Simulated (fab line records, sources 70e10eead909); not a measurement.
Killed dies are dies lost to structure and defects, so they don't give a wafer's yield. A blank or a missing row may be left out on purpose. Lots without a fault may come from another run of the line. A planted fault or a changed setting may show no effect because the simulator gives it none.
Which tool did it? | flow nand_harc | 24 lots, 72 wafers sampled, at 6 steps of a route of 1302

WHAT THE GAUGES READ, wafer by wafer
The record holds no reading of a measuring or inspecting step that can be judged against a usual standard deviation.

WHICH TOOL RAN EACH LOT (tool, then ch and the chambers of the sampled wafers, then the start)
lot  | NHARC_A_STAIRCASE_TRIM_196         | NHARC_A_STAIRCASE_ETCH_199                    | NHARC_A_STAIRCASE_DESCUM_291       | NHARC_A_STAIRCASE_DEP_301       | NHARC_A_STAIRCASE_ALD_420        | NHARC_A_STAIRCASE_DEP_322
L075 | rie_diel-13 ch 0,1,2, day 15 20:38 | rie_diel-13 ch 1,2, day 17 01:29 or earlier   | rie_diel-05 ch 1,2, day 17 01:29   | pecvd-02 ch 0,2, day 17 05:59   | ald_hk-04 ch 0,1, day 17 13:41   | pecvd-01 ch 0,1, day 18 07:25
L074 | rie_diel-05 ch 0,1, day 15 23:01   | rie_diel-05 ch 0,2,3, day 17 03:12 or earlier | rie_diel-13 ch 1,2,3, day 17 03:12 | pecvd-02 ch 0,1,2, day 17 10:07 | ald_hk-04 ch 0,2, day 17 18:21   | pecvd-01 ch 1,2, day 18 17:19
L077 | rie_diel-13 ch 1,2,3, day 16 21:13 | rie_diel-13 ch 0,1,3, day 17 14:56 or earlier | rie_diel-08 ch 0,1,3, day 17 14:56 | pecvd-03 ch 0,1,2, day 17 19:10 | ald_hk-02 ch 0,2,3, day 18 03:10 | pecvd-02 ch 0,1,2, day 18 17:47
L076 | rie_diel-08 ch 0,1,3, day 16 21:31 | rie_diel-08 ch 2,3, day 17 15:25 or earlier   | rie_diel-08 ch 0,1,3, day 17 15:25 | pecvd-01 ch 0,1, day 17 20:32   | ald_hk-03 ch 0,1,2, day 18 03:01 | pecvd-03 ch 0,1, day 18 17:19
L078 | rie_diel-05 ch 2,3, day 16 21:32   | rie_diel-05 ch 0,2, day 17 16:41 or earlier   | rie_diel-05 ch 2,3, day 17 16:41   | pecvd-02 ch 1,2, day 17 20:59   | ald_hk-02 ch 0,2,3, day 18 06:43 | pecvd-02 ch 0,1,2, day 19 00:39
L079 | rie_diel-08 ch 1,2,3, day 18 02:35 | rie_diel-08 ch 1,2, day 18 19:23 or earlier   | rie_diel-05 ch 0,2,3, day 18 19:23 | pecvd-03 ch 0,2, day 19 03:19   | ald_hk-04 ch 0,2,3, day 19 13:04 | pecvd-02 ch 0,2, day 20 04:34
L081 | rie_diel-08 ch 0,2,3, day 18 03:16 | rie_diel-08 ch 0,2,3, day 18 21:16 or earlier | rie_diel-08 ch 0,2,3, day 18 21:16 | pecvd-02 ch 0,1, day 19 06:13   | ald_hk-02 ch 0,1,3, day 19 13:04 | pecvd-03 ch 0,1,2, day 20 04:46
L080 | rie_diel-13 ch 0,1,3, day 18 03:31 | rie_diel-13 ch 0,1,2, day 18 23:43 or earlier | rie_diel-05 ch 0,1,3, day 18 23:43 | pecvd-03 ch 0,1,2, day 19 07:05 | ald_hk-02 ch 1,2,3, day 19 15:15 | pecvd-01 ch 0,1, day 20 04:33
L082 | rie_diel-08 ch 0,2, day 19 03:29   | rie_diel-08 ch 0,2,3, day 20 00:44 or earlier | rie_diel-13 ch 0,1,2, day 20 00:44 | pecvd-01 ch 0,2, day 20 05:02   | ald_hk-04 ch 0,1,3, day 20 13:02 | pecvd-01 ch 1,2, day 21 08:40
L083 | rie_diel-08 ch 0,1,3, day 19 08:33 | rie_diel-08 ch 0,3, day 20 01:26 or earlier   | rie_diel-08 ch 1,2,3, day 20 01:26 | pecvd-02 ch 1,2, day 20 05:35   | ald_hk-04 ch 0,1, day 20 13:40   | pecvd-02 ch 0,1, day 21 08:34
L085 | rie_diel-08 ch 0,2, day 20 16:32   | rie_diel-08 ch 0,1,3, day 21 09:54 or earlier | rie_diel-08 ch 0,2, day 21 09:54   | pecvd-02 ch 0,1,2, day 21 14:02 | ald_hk-04 ch 1,2, day 21 22:19   | pecvd-02 ch 0,1, day 22 13:40
L084 | rie_diel-08 ch 0,2,3, day 20 19:23 | rie_diel-08 ch 0,1,2, day 21 14:41 or earlier | rie_diel-13 ch 0,1,3, day 21 14:41 | pecvd-03 ch 0,1,2, day 21 21:30 | ald_hk-04 ch 0,2,3, day 22 05:28 | pecvd-01 ch 0,1,2, day 23 01:13
L086 | rie_diel-08 ch 1,3, day 21 01:29   | rie_diel-08 ch 0,2,3, day 21 18:25 or earlier | rie_diel-13 ch 1,2, day 21 18:25   | pecvd-02 ch 0,1,2, day 22 04:31 | ald_hk-03 ch 0,1,2, day 22 13:04 | pecvd-03 ch 1,2, day 23 01:13
L087 | rie_diel-05 ch 0,1, day 21 21:40   | rie_diel-05 ch 1,2, day 22 17:04 or earlier   | rie_diel-08 ch 0,3, day 22 17:04   | pecvd-02 ch 1,2, day 22 21:13   | ald_hk-04 ch 1,2,3, day 23 06:25 | pecvd-01 ch 0,1, day 23 21:19
L088 | rie_diel-13 ch 1,3, day 21 21:55   | rie_diel-13 ch 0,2,3, day 22 17:44 or earlier | rie_diel-05 ch 0,1,2, day 22 17:44 | pecvd-02 ch 1,2, day 23 02:08   | ald_hk-04 ch 0,2, day 23 10:01   | pecvd-02 ch 0,1,2, day 24 03:53
L090 | rie_diel-13 ch 0,2,3, day 22 10:32 | rie_diel-13 ch 0,1,3, day 23 07:11 or earlier | rie_diel-08 ch 0,2,3, day 23 07:11 | pecvd-01 ch 0,1, day 23 12:29   | ald_hk-03 ch 1,2, day 23 20:20   | pecvd-03 ch 1,2, day 24 11:58
L089 | rie_diel-08 ch 0,1,2, day 22 11:28 | rie_diel-08 ch 1,2,3, day 23 05:38 or earlier | rie_diel-13 ch 0,1,2, day 23 05:38 | pecvd-01 ch 0,1,2, day 23 10:38 | ald_hk-02 ch 0,1,2, day 23 18:45 | pecvd-02 ch 0,1,2, day 24 11:53
L091 | rie_diel-13 ch 0,1,2, day 23 01:32 | rie_diel-13 ch 0,1,3, day 23 17:33 or earlier | rie_diel-13 ch 0,1,2, day 23 17:33 | pecvd-02 ch 0,2, day 23 21:42   | ald_hk-03 ch 1,2,3, day 24 06:04 | pecvd-03 ch 0,1, day 24 22:04
L092 | rie_diel-13 ch 1,2,3, day 23 19:58 | rie_diel-13 ch 0,1,3, day 24 15:48 or earlier | rie_diel-05 ch 0,1,2, day 24 15:48 | pecvd-02 ch 0,2, day 24 20:17   | ald_hk-02 ch 1,2,3, day 25 04:22 | pecvd-03 ch 1,2, day 25 21:43
L093 | rie_diel-13 ch 0,2, day 24 07:58   | rie_diel-13 ch 0,1,2, day 25 01:50 or earlier | rie_diel-05 ch 0,2, day 25 01:50   | pecvd-03 ch 0,2, day 25 06:14   | ald_hk-03 ch 0,1,2, day 25 14:17 | pecvd-03 ch 1,2, day 26 08:05
L095 | rie_diel-05 ch 0,2, day 24 20:24   | rie_diel-05 ch 0,2, day 25 14:17 or earlier   | rie_diel-08 ch 1,2,3, day 25 14:17 | pecvd-03 ch 1,2, day 25 20:22   | ald_hk-02 ch 1,2, day 26 05:04   | pecvd-02 ch 0,1, day 26 21:34
L094 | rie_diel-13 ch 1,2,3, day 24 21:44 | rie_diel-13 ch 0,1,2, day 25 16:25 or earlier | rie_diel-08 ch 0,1,2, day 25 16:25 | pecvd-03 ch 0,1, day 26 01:57   | ald_hk-02 ch 0,1,3, day 26 10:27 | pecvd-01 ch 0,1,2, day 27 07:08
L096 | rie_diel-13 ch 0,1,3, day 25 03:45 | rie_diel-13 ch 0,2,3, day 25 21:44 or earlier | rie_diel-08 ch 0,2,3, day 25 21:44 | pecvd-03 ch 0,1,2, day 26 03:49 | ald_hk-02 ch 1,2,3, day 26 11:25 | pecvd-03 ch 0,2, day 27 07:13
L097 | rie_diel-13 ch 0,1,3, day 25 18:34 | rie_diel-13 ch 0,2,3, day 26 13:40 or earlier | rie_diel-13 ch 1,2, day 26 13:40   | pecvd-02 ch 1,2, day 26 17:59   | ald_hk-04 ch 2,3, day 27 03:38   | pecvd-03 ch 0,1,2, day 27 20:35
- NHARC_A_STAIRCASE_TRIM_196: chemistry O2, time 211.2 s.
- NHARC_A_STAIRCASE_ETCH_199: etches the open film in C4F8/O2, target depth 100 nm, time 40.5 s.
- NHARC_A_STAIRCASE_DESCUM_291: chemistry O2, time 3 s.
- NHARC_A_STAIRCASE_DEP_301: deposits SiON, target thk 30 nm.
- NHARC_A_STAIRCASE_ALD_420: deposits SiO2, target thk 20 nm, pulse time 6 s, ald cycles 200.
- NHARC_A_STAIRCASE_DEP_322: deposits SiO2, target thk 7200 nm.

WHAT THE TOOLS THEMSELVES READ (means of the sampled wafers that have a number; where no wafer has one, the mark that the record gives instead)
NHARC_A_STAIRCASE_TRIM_196. Usual: drypump_motor_current_A 5.9 A, standard deviation 0.38; oes_product_au 1.001 a.u., standard deviation 0.0098; rf_vpp_V 57.9 V, standard deviation 0.92; showerhead_plenum_p_Torr 3.57 Torr, standard deviation 0.2; throttle_valve_pct 17.035 %, standard deviation 0.0088.
lot  | tool        | drypump_motor_current_A (A) | oes_product_au (a.u.) | rf_vpp_V (V) | showerhead_plenum_p_Torr (Torr) | throttle_valve_pct (%) | flag
L075 | rie_diel-13 | 6.0                         | 1.002                 | 58.1         | 3.62                            | 17.032                 |
L074 | rie_diel-05 | 5.8                         | 1.005                 | 57.8         | 3.45                            | 17.041                 |
L077 | rie_diel-13 | 6.1                         | 1.006                 | 57.8         | 3.61                            | 17.035                 |
L076 | rie_diel-08 | 5.8                         | 1.010                 | 58.0         | 3.60                            | 17.040                 |
L078 | rie_diel-05 | 5.9                         | 1.016                 | 57.2         | 3.47                            | 17.032                 |
L079 | rie_diel-08 | 5.8                         | 0.997                 | 58.0         | 3.70                            | 17.037                 |
L081 | rie_diel-08 | 5.7                         | 1.005                 | 58.1         | 3.60                            | 17.042                 |
L080 | rie_diel-13 | 6.1                         | 1.009                 | 57.8         | 3.46                            | 17.029                 |
L082 | rie_diel-08 | 6.0                         | 1.004                 | 57.2         | 3.69                            | 17.044                 |
L083 | rie_diel-08 | 5.8                         | 1.003                 | 58.6         | 3.59                            | 17.040                 |
L085 | rie_diel-08 | 5.9                         | 1.001                 | 58.2         | 3.57                            | 17.038                 |
L084 | rie_diel-08 | 5.7                         | 1.001                 | 57.9         | 3.59                            | 17.042                 |
L086 | rie_diel-08 | 5.9                         | 1.006                 | 58.3         | 3.68                            | 17.026                 |
L087 | rie_diel-05 | 5.8                         | 0.990                 | 57.9         | 3.78                            | 17.036                 |
L088 | rie_diel-13 | 6.1                         | 1.009                 | 57.4         | 3.43                            | 17.036                 |
L090 | rie_diel-13 | 5.7                         | 0.997                 | 57.8         | 3.45                            | 17.036                 |
L089 | rie_diel-08 | 6.1                         | 1.000                 | 59.4         | 3.66                            | 17.038                 |
L091 | rie_diel-13 | 6.0                         | 0.994                 | 58.3         | 3.59                            | 17.035                 |
L092 | rie_diel-13 | 6.1                         | 1.001                 | 57.9         | 3.58                            | 17.027                 |
L093 | rie_diel-13 | 5.6                         | 0.992                 | 58.0         | 3.45                            | 17.030                 |
L095 | rie_diel-05 | 5.7                         | 0.997                 | 57.4         | 3.53                            | 17.032                 |
L094 | rie_diel-13 | 6.1                         | 1.012                 | 58.1         | 3.58                            | 17.033                 |
L096 | rie_diel-13 | 6.0                         | 1.002                 | 57.8         | 3.43                            | 17.038                 |
L097 | rie_diel-13 | 6.0                         | 1.000                 | 57.0         | 3.43                            | 17.035                 |

NHARC_A_STAIRCASE_ETCH_199. Usual: oes_product_au 0.947 a.u., standard deviation 0.012; rf_vpp_V 897 V, standard deviation 7.2.
lot  | tool        | oes_product_au (a.u.) | rf_vpp_V (V) | flag
L075 | rie_diel-13 | 0.949                 | 904          |
L074 | rie_diel-05 | 0.942                 | 891          |
L077 | rie_diel-13 | 0.952                 | 893          |
L076 | rie_diel-08 | 0.944                 | 903          |
L078 | rie_diel-05 | 0.972                 | 888          |
L079 | rie_diel-08 | 0.942                 | 905          |
L081 | rie_diel-08 | 0.938                 | 899          |
L080 | rie_diel-13 | 0.955                 | 898          |
L082 | rie_diel-08 | 0.946                 | 899          |
L083 | rie_diel-08 | 0.944                 | 895          |
L085 | rie_diel-08 | 0.956                 | 897          |
L084 | rie_diel-08 | 0.943                 | 902          |
L086 | rie_diel-08 | 0.953                 | 898          |
L087 | rie_diel-05 | 0.939                 | 896          |
L088 | rie_diel-13 | 0.942                 | 894          |
L090 | rie_diel-13 | 0.949                 | 893          |
L089 | rie_diel-08 | 0.943                 | 902          |
L091 | rie_diel-13 | 0.955                 | 892          |
L092 | rie_diel-13 | 0.947                 | 892          |
L093 | rie_diel-13 | 0.948                 | 898          |
L095 | rie_diel-05 | 0.947                 | 900          |
L094 | rie_diel-13 | 0.958                 | 899          |
L096 | rie_diel-13 | 0.933                 | 893          |
L097 | rie_diel-13 | 0.944                 | 892          |

NHARC_A_STAIRCASE_DESCUM_291. Usual: drypump_motor_current_A 5.9 A, standard deviation 0.37; oes_product_au 1.002 a.u., standard deviation 0.0091; rf_vpp_V 57.9 V, standard deviation 1; showerhead_plenum_p_Torr 1.94 Torr, standard deviation 0.1; throttle_valve_pct 11.311 %, standard deviation 0.01.
lot  | tool        | drypump_motor_current_A (A) | oes_product_au (a.u.) | rf_vpp_V (V) | showerhead_plenum_p_Torr (Torr) | throttle_valve_pct (%) | flag
L075 | rie_diel-05 | 6.0                         | 1.002                 | 57.7         | 2.00                            | 11.312                 |
L074 | rie_diel-13 | 6.1                         | 1.005                 | 57.1         | 1.96                            | 11.312                 |
L077 | rie_diel-08 | 5.8                         | 1.000                 | 58.0         | 1.95                            | 11.315                 |
L076 | rie_diel-08 | 5.8                         | 1.001                 | 56.7         | 1.95                            | 11.305                 |
L078 | rie_diel-05 | 5.9                         | 1.009                 | 57.4         | 1.87                            | 11.307                 |
L079 | rie_diel-05 | 5.8                         | 1.012                 | 57.6         | 1.94                            | 11.317                 |
L081 | rie_diel-08 | 5.7                         | 1.001                 | 57.8         | 1.95                            | 11.310                 |
L080 | rie_diel-05 | 5.9                         | 1.003                 | 58.0         | 2.00                            | 11.315                 |
L082 | rie_diel-13 | 6.0                         | 1.005                 | 56.9         | 1.96                            | 11.318                 |
L083 | rie_diel-08 | 5.8                         | 1.004                 | 58.3         | 2.01                            | 11.319                 |
L085 | rie_diel-08 | 5.9                         | 1.004                 | 57.9         | 1.94                            | 11.313                 |
L084 | rie_diel-13 | 6.0                         | 1.007                 | 57.4         | 1.86                            | 11.302                 |
L086 | rie_diel-13 | 6.3                         | 1.010                 | 58.1         | 2.03                            | 11.310                 |
L087 | rie_diel-08 | 5.7                         | 1.000                 | 58.6         | 1.88                            | 11.312                 |
L088 | rie_diel-05 | 5.9                         | 1.002                 | 58.3         | 1.99                            | 11.308                 |
L090 | rie_diel-08 | 5.7                         | 1.002                 | 58.9         | 1.94                            | 11.312                 |
L089 | rie_diel-13 | 6.0                         | 1.002                 | 57.5         | 1.95                            | 11.326                 |
L091 | rie_diel-13 | 6.0                         | 0.996                 | 58.4         | 1.95                            | 11.308                 |
L092 | rie_diel-05 | 5.9                         | 1.005                 | 58.0         | 1.98                            | 11.308                 |
L093 | rie_diel-05 | 5.7                         | 1.010                 | 57.7         | 1.92                            | 11.306                 |
L095 | rie_diel-08 | 5.8                         | 1.006                 | 58.1         | 2.00                            | 11.322                 |
L094 | rie_diel-08 | 6.1                         | 1.010                 | 58.0         | 1.99                            | 11.320                 |
L096 | rie_diel-08 | 5.7                         | 1.000                 | 58.7         | 1.94                            | 11.314                 |
L097 | rie_diel-13 | 6.0                         | 1.000                 | 59.0         | 2.02                            | 11.310                 |

NHARC_A_STAIRCASE_DEP_301. Usual: chamber_pressure_Torr 3.500 Torr, standard deviation 0.008; heater_power_outer_w 471 W, standard deviation 62; heater_power_w 790 W, standard deviation 84.
lot  | tool     | chamber_pressure_Torr (Torr) | heater_power_outer_w (W) | heater_power_w (W) | flag
L075 | pecvd-02 | 3.500                        | 536                      | 875                |
L074 | pecvd-02 | 3.498                        | 479                      | 802                |
L077 | pecvd-03 | 3.503                        | 419                      | 732                |
L076 | pecvd-01 | 3.497                        | 492                      | 786                |
L078 | pecvd-02 | 3.497                        | 482                      | 814                |
L079 | pecvd-03 | 3.501                        | 494                      | 840                |
L081 | pecvd-02 | 3.500                        | 440                      | 743                |
L080 | pecvd-03 | 3.500                        | 455                      | 783                |
L082 | pecvd-01 | 3.500                        | 540                      | 877                |
L083 | pecvd-02 | 3.495                        | 464                      | 785                |
L085 | pecvd-02 | 3.506                        | 457                      | 771                |
L084 | pecvd-03 | 3.497                        | 466                      | 803                |
L086 | pecvd-02 | 3.494                        | 497                      | 812                |
L087 | pecvd-02 | 3.496                        | 499                      | 819                |
L088 | pecvd-02 | 3.496                        | 455                      | 755                |
L090 | pecvd-01 | 3.497                        | 502                      | 800                |
L089 | pecvd-01 | 3.493                        | 515                      | 834                |
L091 | pecvd-02 | 3.513                        | 521                      | 857                |
L092 | pecvd-02 | 3.507                        | 519                      | 862                |
L093 | pecvd-03 | 3.502                        | 502                      | 842                |
L095 | pecvd-03 | 3.504                        | 451                      | 804                |
L094 | pecvd-03 | 3.504                        | 424                      | 722                |
L096 | pecvd-03 | 3.495                        | 474                      | 811                |
L097 | pecvd-02 | 3.501                        | 407                      | 721                |

NHARC_A_STAIRCASE_ALD_420. Usual: heater_power_outer_w 269 W, standard deviation 18; heater_power_w 470 W, standard deviation 29; precursor_pulse_height_rel 1.002, standard deviation 0.02.
lot  | tool      | heater_power_outer_w (W) | heater_power_w (W) | precursor_pulse_height_rel | flag
L075 | ald_hk-04 | 272                      | 483                | 1.016                      |
L074 | ald_hk-04 | 273                      | 481                | 0.970                      |
L077 | ald_hk-02 | 271                      | 478                | 1.007                      |
L076 | ald_hk-03 | 262                      | 472                | 1.012                      |
L078 | ald_hk-02 | 269                      | 477                | 1.003                      |
L079 | ald_hk-04 | 273                      | 482                | 0.985                      |
L081 | ald_hk-02 | 260                      | 459                | 0.992                      |
L080 | ald_hk-02 | 268                      | 444                | 1.026                      |
L082 | ald_hk-04 | 269                      | 470                | 0.997                      |
L083 | ald_hk-04 | 260                      | 467                | 1.000                      |
L085 | ald_hk-04 | 287                      | 490                | 0.995                      |
L084 | ald_hk-04 | 281                      | 487                | 0.993                      |
L086 | ald_hk-03 | 261                      | 472                | 1.003                      |
L087 | ald_hk-04 | 288                      | 487                | 0.991                      |
L088 | ald_hk-04 | 280                      | 488                | 0.999                      |
L090 | ald_hk-03 | 281                      | 482                | 1.007                      |
L089 | ald_hk-02 | 266                      | 465                | 1.008                      |
L091 | ald_hk-03 | 264                      | 455                | 1.010                      |
L092 | ald_hk-02 | 261                      | 449                | 0.997                      |
L093 | ald_hk-03 | 262                      | 463                | 1.006                      |
L095 | ald_hk-02 | 273                      | 438                | 1.000                      |
L094 | ald_hk-02 | 255                      | 450                | 1.000                      |
L096 | ald_hk-02 | 265                      | 448                | 0.987                      |
L097 | ald_hk-04 | 274                      | 480                | 1.010                      |

NHARC_A_STAIRCASE_DEP_322. Usual: heater_power_outer_w 397 W, standard deviation 66; heater_power_w 692 W, standard deviation 94; mfc_precursor_sccm 199.9 sccm, standard deviation 0.54.
lot  | tool     | heater_power_outer_w (W) | heater_power_w (W) | mfc_precursor_sccm (sccm) | flag
L075 | pecvd-01 | 373                      | 599                | 200.3                     |
L074 | pecvd-01 | 349                      | 641                | 200.2                     |
L077 | pecvd-02 | 475                      | 787                | 200.1                     |
L076 | pecvd-03 | 380                      | 674                | 199.9                     |
L078 | pecvd-02 | 420                      | 715                | 200.2                     |
L079 | pecvd-02 | 482                      | 799                | 199.9                     |
L081 | pecvd-03 | 361                      | 659                | 199.8                     |
L080 | pecvd-01 | 416                      | 664                | 200.8                     |
L082 | pecvd-01 | 415                      | 723                | 200.1                     |
L083 | pecvd-02 | 393                      | 680                | 200.0                     |
L085 | pecvd-02 | 375                      | 648                | 200.2                     |
L084 | pecvd-01 | 407                      | 707                | 200.1                     |
L086 | pecvd-03 | 338                      | 647                | 200.0                     |
L087 | pecvd-01 | 401                      | 638                | 199.9                     |
L088 | pecvd-02 | 438                      | 744                | 199.6                     |
L090 | pecvd-03 | 357                      | 667                | 200.1                     |
L089 | pecvd-02 | 427                      | 741                | 199.8                     |
L091 | pecvd-03 | 404                      | 701                | 199.9                     |
L092 | pecvd-03 | 404                      | 740                | 199.6                     |
L093 | pecvd-03 | 348                      | 646                | 198.6                     |
L095 | pecvd-02 | 425                      | 716                | 199.9                     |
L094 | pecvd-01 | 406                      | 690                | 200.0                     |
L096 | pecvd-03 | 426                      | 739                | 200.3                     |
L097 | pecvd-03 | 379                      | 672                | 200.0                     |

THE ANSWER, worked out from the rows above alone
Rule: a lot is off if the mean of its wafers that have a number lies more than 3 standard deviations from the usual mean. A lot without any number at a reading at which 4 lots or more have one is off too. The other lots that the step has rows for count as sound. The gauges are gone through in route order, then the tools' own readings, and for those a lot's mean is taken as printed above. The first step at which some lot is off is used, and at that step the reading that is off furthest; a lot without a number counts as furthest.
No lot is off at any reading shown: from this, nothing can be told.

WHAT THE SIMULATOR HAD PUT IN
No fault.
